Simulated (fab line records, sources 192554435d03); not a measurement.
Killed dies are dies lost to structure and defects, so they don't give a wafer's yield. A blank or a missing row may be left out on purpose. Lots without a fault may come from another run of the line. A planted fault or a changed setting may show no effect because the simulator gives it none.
fab line records | flow n5_finfet
record lots=9 wafers=25 last_day=18
route steps=1938 shown BEOL_M0_SAQP@699 BEOL_M0_CUTY@712 BEOL_M0@715 BEOL_M4@1111
lots that met no fault: from a run of the same line without faults
start_h: hours from the record's first day to the start of the lot's first wafer shown | wait_h: hours since the lot's step before | " the same as in the row above | L1.1+2: a row that stands for several wafers | - no value, or no start given | * or withheld: withheld | < > ~ a bound
route shown NAME@n: a module of which the file shows steps, and the number in the route of the first | usual: mean/standard deviation of fault-free wafers | same: alike in all rows | chamber/n: place in a boat | sites: the reading at each site | _std_site: their standard deviation | _edge_site: outer sites' mean less inner sites' | radius_mm: how far each site lies from the wafer's centre | mask NAME#n: copy n | behind: the tool/chamber that last shaped the wafer | hold: why the lot was held/for how many hours/how that ended | device: the transistor (n, p or np) that didn't switch | end of line: the same wafers' tests at the end of the route | a step without rows: its recipe alone | killed: dies lost to structure and defects at the first sort, not the wafer's yield | map: a wafer's dies, x killed, . not, _ none there
set.NAME: the setting as run; set.NAME@STEP: as run at that earlier step | model.NAME: the simulator's own value behind a step, which no gauge read
steps of the route over a sample of lots; a table a step, a row a wafer
services: from which hour (start_h, from the record's first day; less than 0 if before it) a tool's chamber was out of use, for how many hours, and why
## steps
# step N5_BEOL_M0_SAQP_ETCH_49
# recipe chemistry=CF4/O2 target_depth_a=370 target=SiO2 pressure_mtorr=40 source_w=535 bias_w=49 Ar_flow_sccm=100 cf4_flow_sccm=100 O2_flow_sccm=10 ion_energy_ev=100
# usual O2_flow_sccm=10.00/0.031 drypump_motor_current_A=5.6/0.39 oes_product_au=0.80/0.084 rf_vpp_V=241.6/3 showerhead_plenum_p_Torr=2.23/0.049 throttle_valve_pct=15.84/0.18
# columns lot.wafer tool chamber start_h wait_h O2_flow_sccm drypump_motor_current_A oes_product_au rf_hours_counter_h rf_vpp_V showerhead_plenum_p_Torr throttle_valve_pct
L244.1 rie_diel-02 3 112.29 0.3 9.99 5.2 0.73 152 244.8 2.30 16.04
L244.3 " 1 " " 9.97 4.9 0.70 232 237.8 2.26 15.94
L244.6 " 3 " " 10.00 5.1 0.74 - 246.0 2.30 16.04
L245.1 rie_diel-02 0 121.15 0.4 10.05 5.3 0.70 239 239.3 2.09 15.92
L245.3 " 2 " " 9.94 5.6 0.76 145 240.9 2.21 15.70
L245.4 " 3 " " 10.00 5.2 0.73 153 243.9 2.29 16.04
L248.2 rie_diel-02 2 137.68 0.3 10.01 5.6 0.76 149 240.2 2.21 15.70
L248.4 " 1 " " 9.98 4.9 0.69 238 238.1 2.26 15.95
L248.5 " 1 " " 9.98 4.9 0.69 - 238.6 2.26 15.93
L251.1 rie_diel-05 0 153.61 0.3 9.99 6.2 0.74 161 243.6 2.28 16.09
L251.4 " 3 " " 9.99 5.6 0.92 12 241.1 2.18 15.63
L251.5 " 0 " " 10.02 6.2 0.75 - 242.9 2.28 16.09
L252.1 rie_diel-02 3 166.70 0.3 10.05 5.2 0.71 167 245.3 2.29 16.07
L252.3 " 2 " " 9.99 5.6 0.74 157 241.7 2.21 15.72
L252.5 " 1 " " 9.98 4.9 0.68 - 238.6 2.25 15.95
L256.1 rie_diel-02 2 196.34 0.3 10.01 5.6 0.74 164 240.4 2.20 15.74
L256.3 " 3 " " 10.00 5.1 0.71 175 244.8 2.29 16.08
L256.4 " 2 " " 10.01 5.6 0.74 - 239.6 2.20 15.73
L264.1 rie_diel-05 2 237.83 0.3 10.03 5.5 0.87 58 240.1 2.24 15.73
L264.6 " 1 " " 9.95 5.6 0.74 - 238.3 2.20 15.83
L265.2 rie_diel-02 0 244.05 0.3 10.00 5.3 0.95 18 242.6 2.34 15.47
L265.4 " 3 " " 9.98 5.2 0.71 189 245.9 2.28 16.12
L267.1 rie_diel-05 2 258.67 0.3 10.02 5.5 0.87 64 238.4 2.23 15.74
L267.2 " 0 " " 10.00 6.2 0.72 195 242.5 2.27 16.15
L267.3 " 1 " " 9.97 5.6 0.73 178 239.1 2.20 15.87
# step N5_BEOL_M0_CUTY_ETCH_62
# recipe chemistry=CF4 target=SiARC mask_material=CAR-ArF-block time_s=58.5 ion_energy_ev=80 pressure_mtorr=40 source_w=545 bias_w=36 Ar_flow_sccm=100 cf4_flow_sccm=100 ends=cleared
# usual drypump_motor_current_A=5.9/0.53 etch_rf_on_time_s=57.7/1.4 oes_product_au=0.67/0.087 rf_vpp_V=184.6/1.2 showerhead_plenum_p_Torr=2.19/0.075 throttle_valve_pct=15.54/0.18
# columns lot.wafer tool chamber start_h wait_h drypump_motor_current_A etch_rf_on_time_s oes_product_au rf_hours_counter_h rf_vpp_V showerhead_plenum_p_Torr throttle_valve_pct
L244.1 rie_diel-01 2 112.91 0.0 5.2 56.5 0.77 31 186.4 2.28 15.34
L244.3 " 3 " " 6.6 57.3 0.62 233 183.9 2.20 15.77
L244.6 " 1 " " 5.8 58.2 0.58 - 183.7 2.05 15.60
L245.1 rie_diel-01 2 121.64 0.0 5.2 55.7 0.77 35 185.8 2.27 15.36
L245.3 " 1 " " 5.8 57.6 0.58 231 182.8 2.05 15.62
L245.4 " 2 " " 5.2 56.0 0.76 - 185.2 2.27 15.36
L248.2 rie_diel-03 3 138.17 0.0 6.0 56.5 0.71 88 184.5 2.07 15.57
L248.4 " 0 " " 5.2 59.6 0.78 18 184.6 2.17 15.27
L248.5 " 3 " " 6.0 56.3 0.71 - 182.3 2.07 15.58
L251.1 rie_diel-06 1 154.52 0.0 6.6 57.7 0.63 195 184.6 2.20 15.62
L251.4 " 2 " " 6.3 59.0 0.59 - 183.3 2.11 15.71
L251.5 " 1 " " 6.6 57.8 0.62 - 184.7 2.20 15.61
L252.1 rie_diel-01 0 167.31 0.0 6.3 59.4 0.66 109 186.2 2.23 15.43
L252.3 " 2 " " 5.2 56.0 0.74 51 185.9 2.27 15.39
L252.5 " 2 " " 5.2 56.4 0.74 - 185.6 2.27 15.40
L256.1 rie_diel-01 2 196.83 0.0 5.3 55.8 0.73 62 185.4 2.26 15.41
L256.3 " 0 " " 6.2 59.7 0.65 120 185.5 2.23 15.46
L256.4 " 1 " " 5.8 58.3 0.57 - 181.7 2.04 15.66
L264.1 rie_diel-01 3 239.28 0.0 6.6 55.8 0.79 12 184.3 2.19 15.31
L264.6 " 0 " " 6.4 116.3 0.52 - 187.1 2.22 15.50
L265.2 rie_diel-01 3 244.95 0.0 6.6 108.6 0.64 14 186.0 2.19 15.31
L265.4 " 1 " " 5.8 56.9 0.84 6 185.3 2.30 15.20
L267.1 rie_diel-01 0 259.35 0.0 6.3 59.8 0.63 148 186.6 2.22 15.50
L267.2 " 2 " " 5.2 110.3 0.57 89 185.8 2.26 15.45
L267.3 " 1 " " 5.8 57.5 0.82 13 186.0 2.29 15.20
# step N5_BEOL_M0_ETCH_138
# recipe chemistry=CH3F/O2 target_depth_a=120 target=SiCN time_s=31.6 ion_energy_ev=120 pressure_mtorr=30 source_w=395 bias_w=75 Ar_flow_sccm=150 CH3F_flow_sccm=30 O2_flow_sccm=20 ends=cleared
# usual O2_flow_sccm=19.99/0.06 drypump_motor_current_A=5.9/0.53 etch_rf_on_time_s=28.9/0.87 oes_product_au=0.67/0.085 rf_vpp_V=298.2/1.8 showerhead_plenum_p_Torr=2.05/0.072 throttle_valve_pct=16.24/0.19
# columns lot.wafer tool chamber start_h wait_h O2_flow_sccm drypump_motor_current_A etch_rf_on_time_s oes_product_au rf_hours_counter_h rf_vpp_V showerhead_plenum_p_Torr throttle_valve_pct
L244.1 rie_diel-01 2 113.08 0.0 19.99 5.2 27.1 0.76 31 299.7 2.12 16.02
L244.3 " 3 " " 19.90 6.6 27.6 0.61 233 296.3 2.05 16.41
L244.6 " 1 " " 19.97 5.8 28.1 0.58 - 296.2 1.91 16.32
L245.1 rie_diel-01 2 121.81 0.0 19.97 5.2 27.2 0.76 35 298.3 2.12 16.04
L245.3 " 1 " " 20.07 5.7 29.3 0.58 231 295.7 1.91 16.32
L245.4 " 2 " " 19.96 5.2 28.0 0.76 - 299.7 2.12 16.05
L248.2 rie_diel-03 3 138.34 0.0 19.98 6.0 27.8 0.70 88 297.0 1.95 16.38
L248.4 " 0 " " 20.00 5.2 29.0 0.78 18 298.2 2.03 15.92
L248.5 " 3 " " 20.07 5.9 29.7 0.71 - 294.6 1.95 16.39
L251.1 rie_diel-06 1 154.69 0.0 20.12 6.6 27.7 0.62 195 300.3 2.07 16.39
L251.4 " 2 " " 20.03 6.3 30.4 0.59 - 296.3 1.97 16.43
L251.5 " 1 " " 19.97 6.6 29.0 0.63 - 298.1 2.07 16.39
L252.1 rie_diel-01 0 167.48 0.0 19.98 6.3 29.5 0.66 109 298.6 2.10 16.15
L252.3 " 2 " " 20.05 5.2 27.7 0.73 51 297.8 2.12 16.07
L252.5 " 2 " " 19.96 5.2 28.4 0.74 - 298.4 2.12 16.06
L256.1 rie_diel-01 2 197.00 0.0 20.01 5.2 28.7 0.72 62 299.1 2.11 16.10
L256.3 " 0 " " 20.04 6.3 29.6 0.65 120 297.4 2.09 16.20
L256.4 " 1 " " 20.02 5.7 30.2 0.56 - 295.5 1.90 16.36
L264.1 rie_diel-01 3 239.45 0.0 19.95 6.6 26.7 0.79 13 297.0 2.03 15.97
L264.6 " 0 " " 19.95 6.3 28.4 0.63 - 298.7 2.09 16.20
L265.2 rie_diel-01 3 245.12 0.0 20.11 6.6 27.9 0.79 14 298.0 2.03 15.96
L265.4 " 1 " " 20.03 5.7 28.5 0.84 6 300.4 2.15 15.92
L267.1 rie_diel-01 0 259.52 0.0 19.99 6.3 29.4 0.63 148 300.1 2.08 16.23
L267.2 " 2 " " 20.01 5.2 28.1 0.70 89 299.9 2.10 16.15
L267.3 " 1 " " 20.08 5.7 28.3 0.81 13 300.8 2.15 15.91
# step N5_BEOL_M0_ETCH_128
# recipe chemistry=CF4/N2 target_depth_a=120 overetch_a=51 target=SiCN time_s=21.4 ion_energy_ev=150 pressure_mtorr=40 source_w=430 bias_w=70 Ar_flow_sccm=100 cf4_flow_sccm=60 n2_flow_sccm=60
# usual drypump_motor_current_A=5.8/0.54 oes_product_au=0.54/0.058 rf_vpp_V=383.3/1.9 showerhead_plenum_p_Torr=2.25/0.072 throttle_valve_pct=15.39/0.18
# columns lot.wafer tool chamber start_h wait_h drypump_motor_current_A oes_product_au rf_hours_counter_h rf_vpp_V showerhead_plenum_p_Torr throttle_valve_pct
L244.1 rie_diel-01 1 113.91 0.0 5.8 0.45 228 380.3 2.10 15.39
L244.3 " 3 " " 6.6 0.48 233 383.6 2.26 15.58
L244.6 " 2 " " 5.2 0.59 - 385.1 2.35 15.17
L245.1 rie_diel-01 2 122.22 0.0 5.2 0.59 35 384.7 2.35 15.18
L245.3 " 1 " " 5.8 0.47 231 379.1 2.10 15.42
L245.4 " 3 " " 6.6 0.48 - 383.8 2.26 15.57
L248.2 rie_diel-01 2 138.95 0.2 5.2 0.59 42 384.5 2.34 15.20
L248.4 " 0 " " 6.3 0.54 99 385.1 2.31 15.25
L248.5 " 1 " " 5.8 0.47 - 379.1 2.10 15.43
L251.1 rie_diel-06 1 155.83 0.4 6.6 0.49 196 384.9 2.27 15.45
L251.4 " 1 " " 6.6 0.50 - 384.9 2.27 15.47
L251.5 " 0 " " 5.7 0.48 - 384.8 2.28 15.47
L252.1 rie_diel-06 0 169.11 0.0 5.7 0.48 216 382.7 2.28 15.51
L252.3 " 1 " " 6.6 0.49 - 384.3 2.27 15.47
L252.5 " 1 " " 6.6 0.49 - 384.3 2.27 15.48
L256.1 rie_diel-03 1 199.16 0.3 5.5 0.50 187 384.9 2.27 15.48
L256.3 " 2 " " 5.0 0.56 78 381.6 2.24 15.64
L256.4 " 0 " " 5.2 0.61 35 384.1 2.24 15.13
L264.1 rie_diel-01 3 246.69 1.4 6.6 0.61 15 382.6 2.25 15.13
L264.6 " 2 " " 5.2 0.54 - 383.6 2.33 15.27
L265.2 rie_diel-01 3 246.80 1.1 6.6 0.62 15 384.5 2.25 15.13
L265.4 " 2 " " 5.2 0.55 84 384.3 2.33 15.27
L267.1 rie_diel-01 0 261.51 0.0 6.3 0.51 149 385.5 2.29 15.36
L267.2 " 2 " " 5.2 0.55 91 385.5 2.33 15.29
L267.3 " 1 " " 5.7 0.65 14 384.5 2.36 15.01
# step N5_BEOL_M4_RC_MEAS_101
# usual DIBL_N=35.7/1.5 DIBL_P=35.7/2 IOFF_N=0.155/0.026 IOFF_P=0.20/0.031 ION_N=675/11 ION_P=462/7.1 SS_N=71.3/0.57 SS_P=73.1/0.56 VT_N=250/3 VT_P=-251/3
# columns lot.wafer tool chamber start_h wait_h DIBL_N[mV/V] DIBL_P[mV/V] IOFF_N[nA/um] IOFF_P[nA/um] ION_N[uA/um] ION_P[uA/um] SS_N[mV/dec] SS_P[mV/dec] VT_N[mV] VT_P[mV]
L244.1 prober-02 0 175.87 0.0 36.7 36.3 0.153 0.21 667 459 71.6 72.7 251 -252
L244.3 " 0 " " 37.2 36.8 0.171 0.23 673 459 71.7 73.6 250 -249
L244.6 " 0 " " 35.3 34.4 0.142 0.18 666 461 71.2 72.6 252 -251
L245.1 prober-01 0 185.28 0.0 37.9 38.4 0.208 0.24 696 472 72.1 73.4 245 -247
L245.3 " 0 " " 37.5 37.2 0.182 0.23 671 461 71.8 73.3 247 -248
L245.4 " 0 " " 35.9 36.3 0.166 0.22 688 474 70.9 73.4 247 -249
L248.2 prober-02 0 199.05 0.2 36.1 34.7 0.165 0.21 674 460 72.0 72.9 248 -251
L248.4 " 0 " " 37.1 34.5 0.181 0.20 694 468 72.9 73.0 248 -252
L248.5 " 0 " " 35.4 32.9 0.140 0.18 678 464 71.3 72.6 251 -252
L251.1 prober-01 0 217.48 0.7 34.3 34.2 0.123 0.16 676 456 71.0 73.0 253 -253
L251.4 " 0 " " 31.8 31.0 0.089 0.13 667 460 70.7 72.3 259 -258
L251.5 " 0 " " 32.5 31.7 0.099 0.13 658 453 70.8 71.9 257 -258
L252.1 prober-01 0 225.57 0.7 36.5 35.5 0.148 0.22 666 462 71.8 73.4 252 -249
L252.3 " 0 " " 35.9 34.9 0.127 0.20 666 464 71.2 73.2 252 -250
L252.5 " 0 " " 37.2 35.3 0.156 0.22 662 453 71.4 73.3 254 -246
L256.1 prober-01 0 252.89 0.0 35.4 35.9 0.176 0.23 693 478 71.7 73.7 246 -247
L256.3 " 0 " " 34.8 35.0 0.153 0.21 682 471 70.9 73.1 249 -248
L256.4 " 0 " " 34.9 34.9 0.155 0.21 678 470 70.7 73.3 248 -250
L264.1 prober-01 0 305.37 0.0 34.4 34.9 0.137 0.18 666 456 71.0 72.7 251 -253
L264.6 " 0 " " 36.7 37.3 0.166 0.21 675 459 71.2 73.2 250 -253
L265.2 prober-02 0 312.09 0.2 31.0 29.9 0.093 0.14 657 459 69.6 71.6 255 -254
L265.4 " 0 " " 36.2 35.2 0.162 0.20 678 460 71.8 73.4 248 -250
L267.1 prober-02 0 320.07 0.0 36.7 38.3 0.173 0.21 680 466 72.6 73.2 247 -251
L267.2 " 0 " " 37.4 38.4 0.189 0.22 674 461 71.5 73.3 246 -251
L267.3 " 0 " " 35.5 37.9 0.159 0.21 683 462 72.3 72.8 249 -250
## services
# columns tool chamber start_h hours kind
rie_diel-06 0 95.43 9.2 repair
rie_diel-01 0 107.19 29.5 repair
rie_diel-05 1 112.71 3.3 repair
rie_diel-02 2 145.20 5.7 repair
rie_diel-06 2 169.03 5.1 repair
rie_diel-01 3 172.08 16.0 repair
rie_diel-02 - 174.67 14.6 pm
rie_diel-01 1 175.77 9.0 repair
rie_diel-06 - 183.10 0.2 repair
rie_diel-03 3 184.82 4.3 repair
rie_diel-01 3 188.14 - clean
rie_diel-01 3 188.14 - consumable_replace:focus_ring
rie_diel-01 3 188.14 25.6 scheduled_down
rie_diel-01 3 188.14 25.6 vent_cycle
rie_diel-02 0 190.78 2.9 repair
rie_diel-02 3 201.95 4.0 repair
rie_diel-05 3 210.20 15.3 repair
rie_diel-01 1 213.94 - clean
rie_diel-01 1 213.94 - consumable_replace:focus_ring
rie_diel-01 1 213.94 - consumable_replace:showerhead
rie_diel-01 1 213.94 18.5 scheduled_down
rie_diel-06 - 233.19 15.6 pm
rie_diel-06 3 251.02 9.4 repair
rie_diel-03 3 259.60 4.2 repair
## key
first_sign step=N5_BEOL_M0_CUTY_ETCH_62 reading=etch_rf_on_time_s direction=up sigmas=39 usual=* struck=*
effect none on later readings
met_at N5_BEOL_M0_CUTY_ETCH_62
struck_lots L264,L265,L267
struck_wafers L264.6,L265.2,L267.2
not_acting_at N5_BEOL_M0_SAQP_ETCH_49,N5_BEOL_M0_ETCH_138,N5_BEOL_M0_ETCH_128
onset_between 196.83 239.28
fault kind=process_parameter_drift tool=rie_diel-01 chamber=- onset_h=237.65 steps=N5_BEOL_M0_CUTY_ETCH_62 channel=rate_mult offset=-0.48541 shape=step end_h=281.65 scope=struck_wafers_only
